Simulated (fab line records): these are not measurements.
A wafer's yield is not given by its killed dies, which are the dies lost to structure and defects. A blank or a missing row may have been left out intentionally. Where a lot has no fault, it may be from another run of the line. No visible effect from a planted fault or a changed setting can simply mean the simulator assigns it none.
fab line records | flow n5-finfet
record lots=15 wafers=45 last-day=18
route steps=1938 shown BEOL_M0@749 BEOL_M1@754
lots with no fault: from the same line, run without faults
start-h: hours from the record's first day to the start of the lot's first wafer shown | wait-h: hours from the lot's prior step to this one | " as in the row above | L1.1+2: several wafers, shown together as one row | - no value, or no start was given | * or withheld: withheld | < > ~ a bound
route shown NAME@n: names a module that has steps shown in the file, with the first one's number in the route | usual: mean/standard deviation of fault-free wafers | same: alike in all rows | chamber/n: place in a boat | sites: the reading at each site | _std_site: standard deviation across them | _edge_site: inner sites' mean taken away from outer sites' mean | radius-mm: for every site, how far away it sits from the centre of the wafer | mask NAME#n: copy n | behind: the most recent tool/chamber to have shaped the wafer | hold: what put the lot on hold/how long, in hours/how the hold closed | device: the transistor (n, p or np) that didn't switch | end of line: the route-end tests of the same wafers | for a step that has no rows: nothing shown but its recipe | killed: count of dies lost to structure and defects at first sort (not the wafer's yield) | map: per-die view of a wafer (x killed, . not killed, _ where there is no die)
set.NAME: setting as actually run; set.NAME@STEP: the setting as run at that earlier step | model.NAME: the simulator's own value behind a step, which no gauge read
a sample of lots followed through the steps of the route, with each step as a table and each wafer as a row
services: a tool's chamber out of use, with start hour (start-h, from the record's first day; less than 0 if before it), hours out, and reason
## steps
# step N5_BEOL_M0_RS_MEAS_126
# recipe thk-meas-gauge=four-point-probe reads=Co_of_BEOL_M0_CO_CAP_123+Cu_of_BEOL_M0_ECD_118+Co_of_BEOL_M0_CVD_115+TaN_of_BEOL_M0_ALD_136
# usual M0_RS=0.532/0.017
# columns lot.wafer tool chamber start-h wait-h M0_RS[ohm/sq]
L740.3 film-metro-01 - 135.56 0.1 0.531
L740.4 " - " " 0.529
L740.6 " - " " 0.524
L738.4 film-metro-02 - 136.05 0.0 0.512
L738.5 " - " " 0.518
L738.6 " - " " 0.517
L742.3 film-metro-01 - 148.15 0.1 0.513
L742.4 " - " " 0.526
L742.5 " - " " 0.541
L741.1 film-metro-01 - 148.38 0.1 0.547
L741.2 " - " " 0.543
L741.6 " - " " 0.524
L750.3 film-metro-01 - 205.27 0.1 0.544
L750.5 " - " " 0.532
L750.6 " - " " 0.521
L751.1 film-metro-02 - 209.88 0.1 0.563
L751.3 " - " " 0.557
L751.5 " - " " 0.549
L753.2 film-metro-02 - 213.38 0.1 0.532
L753.3 " - " " 0.538
L753.4 " - " " 0.521
L754.1 film-metro-01 - 222.53 0.1 0.513
L754.3 " - " " 0.554
L754.4 " - " " 0.536
L755.3 film-metro-02 - 225.35 0.1 0.516
L755.4 " - " " 0.510
L755.5 " - " " 0.495
L757.1 film-metro-01 - 258.49 0.0 0.519
L757.4 " - " " 0.518
L757.5 " - " " 0.534
L756.4 film-metro-02 - 259.07 0.0 0.550
L756.5 " - " " 0.538
L756.6 " - " " 0.535
L759.2 film-metro-02 - 261.06 0.1 0.546
L759.3 " - " " 0.555
L759.6 " - " " 0.533
L758.1 film-metro-02 - 264.69 0.0 0.538
L758.2 " - " " 0.533
L758.4 " - " " 0.522
L761.2 film-metro-01 - 265.18 0.1 0.546
L761.3 " - " " 0.551
L761.5 " - " " 0.521
L760.3 film-metro-01 - 265.92 0.1 0.567
L760.4 " - " " 0.518
L760.5 " - " " 0.525
# step N5_BEOL_M0_INSPECT_127
# recipe inspect-instrument=darkfield mode=post-dep
# usual raw-defect-count=70/22
# columns lot.wafer tool chamber start-h wait-h raw-defect-count
L740.3 defect-inspect-02 - 135.58 0.0 77
L740.4 " - " " 66
L740.6 " - " " 46
L738.4 defect-inspect-01 - 136.08 0.0 140
L738.5 " - " " 93
L738.6 " - " " 137
L742.3 defect-inspect-01 - 148.18 0.0 116
L742.4 " - " " 84
L742.5 " - " " 54
L741.1 defect-inspect-02 - 148.41 0.0 52
L741.2 " - " " 51
L741.6 " - " " 59
L750.3 defect-inspect-01 - 205.29 0.0 55
L750.5 " - " " 70
L750.6 " - " " 39
L751.1 defect-inspect-02 - 209.90 0.0 97
L751.3 " - " " 60
L751.5 " - " " 64
L753.2 defect-inspect-02 - 213.40 0.0 90
L753.3 " - " " 71
L753.4 " - " " 67
L754.1 defect-inspect-01 - 222.55 0.0 56
L754.3 " - " " 26
L754.4 " - " " 69
L755.3 defect-inspect-02 - 225.38 0.0 67
L755.4 " - " " 83
L755.5 " - " " 76
L757.1 defect-inspect-02 - 258.52 0.0 73
L757.4 " - " " 62
L757.5 " - " " 102
L756.4 defect-inspect-02 - 259.10 0.0 82
L756.5 " - " " 108
L756.6 " - " " 66
L759.2 defect-inspect-01 - 261.08 0.0 82
L759.3 " - " " 60
L759.6 " - " " 93
L758.1 defect-inspect-02 - 264.72 0.0 58
L758.2 " - " " 48
L758.4 " - " " 39
L761.2 defect-inspect-02 - 265.20 0.0 114
L761.3 " - " " 83
L761.5 " - " " 50
L760.3 defect-inspect-02 - 265.94 0.0 95
L760.4 " - " " 66
L760.5 " - " " 77
# step N5_BEOL_M1_HM_DEP_02
# recipe material=TiN target-thk-a=200 temp-c=25 chamber-pressure-pa=0.49996
# usual throttle-valve-pct=30.2/1.1
# columns lot.wafer tool chamber start-h wait-h throttle-valve-pct
L740.3 pvd-sputter-02 - 136.99 1.2 30.9
L740.4 " - " " 30.9
L740.6 " - " " 30.8
L738.4 pvd-sputter-01 - 137.21 1.0 28.8
L738.5 " - " " 31.2
L738.6 " - " " 28.6
L742.3 pvd-sputter-03 - 148.41 0.1 28.9
L742.4 " - " " 31.5
L742.5 " - " " 29.1
L741.1 pvd-sputter-02 - 149.17 0.6 31.3
L741.2 " - " " 30.7
L741.6 " - " " 31.2
L750.3 pvd-sputter-01 - 205.67 0.2 28.9
L750.5 " - " " 30.7
L750.6 " - " " 28.6
L751.1 pvd-sputter-03 - 211.67 1.6 31.6
L751.3 " - " " 29.2
L751.5 " - " " 31.8
L753.2 pvd-sputter-02 - 215.41 1.8 31.0
L753.3 " - " " 29.5
L753.4 " - " " 30.9
L754.1 pvd-sputter-01 - 223.35 0.6 28.8
L754.3 " - " " 29.2
L754.4 " - " " 30.7
L755.3 pvd-sputter-03 - 226.51 1.0 28.8
L755.4 " - " " 31.4
L755.5 " - " " 31.4
L757.1 pvd-sputter-01 - 259.52 0.8 29.4
L757.4 " - " " 28.9
L757.5 " - " " 31.1
L756.4 pvd-sputter-03 - 260.89 1.6 29.3
L756.5 " - " " 29.1
L756.6 " - " " 31.5
L759.2 pvd-sputter-03 - 261.75 0.5 29.2
L759.3 " - " " 31.2
L759.6 " - " " 31.7
L758.1 pvd-sputter-01 - 265.39 0.5 30.9
L758.2 " - " " 28.9
L758.4 " - " " 28.7
L761.2 pvd-sputter-03 - 265.95 0.6 31.4
L761.3 " - " " 28.9
L761.5 " - " " 29.3
L760.3 pvd-sputter-03 - 266.69 0.6 28.7
L760.4 " - " " 31.4
L760.5 " - " " 31.7
# step N5_BEOL_M1_PEB_09
# recipe peb-temp-c=100 peb-time-s=60 resist=CAR-EUV
# usual chill-plate-temp-C=23.01/0.1 exhaust-pa=44.9/0.91
# columns lot.wafer tool chamber start-h wait-h chill-plate-temp-C exhaust-pa
L740.3 litho-track-03 0 137.44 0.0 22.81 46.1
L740.4 " 0 " " 22.95 46.3
L740.6 " 0 " " 22.94 46.9
L738.4 litho-track-03 - 137.66 0.0 - -
L738.5 " - " " - -
L738.6 " - " " - -
L742.3 litho-track-05 - 148.75 0.0 - -
L742.4 " - " " - -
L742.5 " - " " - -
L741.1 litho-track-05 - 149.49 0.1 - -
L741.2 " - " " - -
L741.6 " - " " - -
L750.3 litho-track-05 0 206.12 0.0 23.00 45.8
L750.5 " 0 " " 22.87 45.0
L750.6 " 0 " " 22.99 45.8
L751.1 litho-track-04 0 212.12 0.1 22.99 45.2
L751.3 " 0 " " 22.96 45.0
L751.5 " 0 " " 23.10 45.0
L753.2 litho-track-05 0 215.74 0.0 23.13 44.8
L753.3 " 0 " " 23.16 44.2
L753.4 " 0 " " 23.09 44.0
L754.1 litho-track-03 0 223.67 0.1 23.05 43.4
L754.3 " 0 " " 22.95 45.2
L754.4 " 0 " " 23.11 44.2
L755.3 litho-track-04 0 226.85 0.0 23.12 46.5
L755.4 " 0 " " 22.98 46.4
L755.5 " 0 " " 23.03 47.3
L757.1 litho-track-05 0 259.97 0.1 22.98 46.2
L757.4 " 0 " " 22.88 45.2
L757.5 " 0 " " 22.96 45.7
L756.4 litho-track-05 0 261.34 0.0 22.90 44.9
L756.5 " 0 " " 23.09 45.5
L756.6 " 0 " " 23.05 45.2
L759.2 litho-track-04 0 262.07 0.0 23.03 44.7
L759.3 " 0 " " 23.17 44.1
L759.6 " 0 " " 23.05 45.4
L758.1 litho-track-05 0 265.71 0.1 23.09 44.7
L758.2 " 0 " " 23.11 45.0
L758.4 " 0 " " 23.15 42.9
L761.2 litho-track-03 0 266.41 0.0 23.03 44.6
L761.3 " 0 " " 23.03 44.7
L761.5 " 0 " " 22.93 43.2
L760.3 litho-track-05 0 267.01 0.0 23.05 44.4
L760.4 " 0 " " 23.11 46.1
L760.5 " 0 " " 23.02 43.9
## services
# columns tool chamber start-h hours kind
pvd-sputter-01 - 129.13 1.9 repair
pvd-sputter-03 - 135.52 1.7 repair
litho-track-04 - 137.72 - consumable-replace:filter
pvd-sputter-03 - 172.58 5.0 repair
litho-track-04 - 245.20 - consumable-replace:filter
## key
first-sign step=N5_BEOL_M1_PEB_09 reading=tool-record direction=missing
effect none on later readings
met-at N5_BEOL_M1_PEB_09
struck-lots L738,L741,L742
later-rows-left-out L738.4,L738.5,L738.6,L741.1,L741.2,L741.6,L742.3,L742.4,L742.5
sort-left-out L738.4,L738.5,L738.6,L741.1,L741.2,L741.6,L742.3,L742.4,L742.5
not-acting-at N5_BEOL_M0_RS_MEAS_126,N5_BEOL_M0_INSPECT_127,N5_BEOL_M1_HM_DEP_02
onset-between 137.44 137.66
fault kind=skipped-step-whole tool=litho-track-03,litho-track-05 chamber=- onset-h=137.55 steps=N5_BEOL_M1_PEB_09 scope=struck-lots-only
# sort-left-out: the simulated sort isn't trusted on such a fault, so these wafers' sort isn't shown, and their yield isn't known
# later-rows-left-out: the simulator's readings of these wafers behind a module that went badly wrong aren't trusted and aren't shown, but for the sort
